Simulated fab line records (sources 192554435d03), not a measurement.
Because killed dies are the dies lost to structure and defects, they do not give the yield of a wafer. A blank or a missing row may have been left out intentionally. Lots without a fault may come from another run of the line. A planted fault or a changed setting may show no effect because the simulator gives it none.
Chamber matching || flow n5 finfet || rie diel-06 running N5_SD_EPI_N_ETCH_45: 4 sister chambers
The step etches SiOCN in CH3F/O2, target depth 6 nm. 8 wafers are shown with their chamber, then 10 later ones without.

== WAFERS, EACH WITH ITS CHAMBER ==
{"wafer": "L075.3", "chamber": 3, "drypump motor current A (A)": 6.4, "showerhead plenum p Torr (Torr)": 2.08}
{"wafer": "L075.6", "chamber": 3, "drypump motor current A (A)": 6.4, "showerhead plenum p Torr (Torr)": 2.08}
{"wafer": "L079.1", "chamber": 1, "drypump motor current A (A)": 5.7, "showerhead plenum p Torr (Torr)": 1.95}
{"wafer": "L082.2", "chamber": 0, "drypump motor current A (A)": 6.4, "showerhead plenum p Torr (Torr)": 2.02}
{"wafer": "L082.3", "chamber": 2, "drypump motor current A (A)": 4.9, "showerhead plenum p Torr (Torr)": 1.99}
{"wafer": "L082.4", "chamber": 0, "drypump motor current A (A)": 6.4, "showerhead plenum p Torr (Torr)": 2.02}
{"wafer": "L086.1", "chamber": 2, "drypump motor current A (A)": 4.9, "showerhead plenum p Torr (Torr)": 1.98}
{"wafer": "L086.3", "chamber": 1, "drypump motor current A (A)": 5.8, "showerhead plenum p Torr (Torr)": 1.94}

== WAFERS WHOSE CHAMBER IS MISSING ==
{"wafer": "L086.6", "drypump motor current A (A)": 4.9, "showerhead plenum p Torr (Torr)": 1.98}
{"wafer": "L093.3", "drypump motor current A (A)": 4.9, "showerhead plenum p Torr (Torr)": 1.98}
{"wafer": "L093.5", "drypump motor current A (A)": 4.9, "showerhead plenum p Torr (Torr)": 1.98}
{"wafer": "L093.6", "drypump motor current A (A)": 5.8, "showerhead plenum p Torr (Torr)": 1.94}
{"wafer": "L094.2", "drypump motor current A (A)": 5.8, "showerhead plenum p Torr (Torr)": 1.94}
{"wafer": "L094.3", "drypump motor current A (A)": 6.4, "showerhead plenum p Torr (Torr)": 2.01}
{"wafer": "L094.6", "drypump motor current A (A)": 6.4, "showerhead plenum p Torr (Torr)": 2.01}
{"wafer": "L096.4", "drypump motor current A (A)": 5.8, "showerhead plenum p Torr (Torr)": 1.93}
{"wafer": "L096.5", "drypump motor current A (A)": 6.4, "showerhead plenum p Torr (Torr)": 2.00}
{"wafer": "L096.6", "drypump motor current A (A)": 4.9, "showerhead plenum p Torr (Torr)": 1.97}

== WHICH CHAMBER EACH WENT THROUGH ==
{"wafer": "L086.6", "from the rows above": 2, "in truth": 2}
{"wafer": "L093.3", "from the rows above": 2, "in truth": 2}
{"wafer": "L093.5", "from the rows above": 2, "in truth": 2}
{"wafer": "L093.6", "from the rows above": 1, "in truth": 1}
{"wafer": "L094.2", "from the rows above": 1, "in truth": 1}
{"wafer": "L094.3", "from the rows above": 0, "in truth": 0}
{"wafer": "L094.6", "from the rows above": 0, "in truth": 0}
{"wafer": "L096.4", "from the rows above": 1, "in truth": 1}
{"wafer": "L096.5", "from the rows above": 0, "in truth": 0}
{"wafer": "L096.6", "from the rows above": 2, "in truth": 2}
Correctly placed: 10 of 10. Not placeable from these rows: 0. 0 placed wrongly.
How it was worked out, from the rows above alone: a wafer's distance from a chamber is the root of the sum, over the readings, of the square of ((its reading less the chamber's mean) divided by the reading's scatter). The wafer belongs to the nearest chamber; if the next one is less than 2 further off, it can't be placed. A chamber's mean is the mean of its shown wafers. The scatter is the square root of a quotient: the sum, over the shown wafers, of each reading's squared deviation from its chamber's mean, divided by wafers minus chambers.
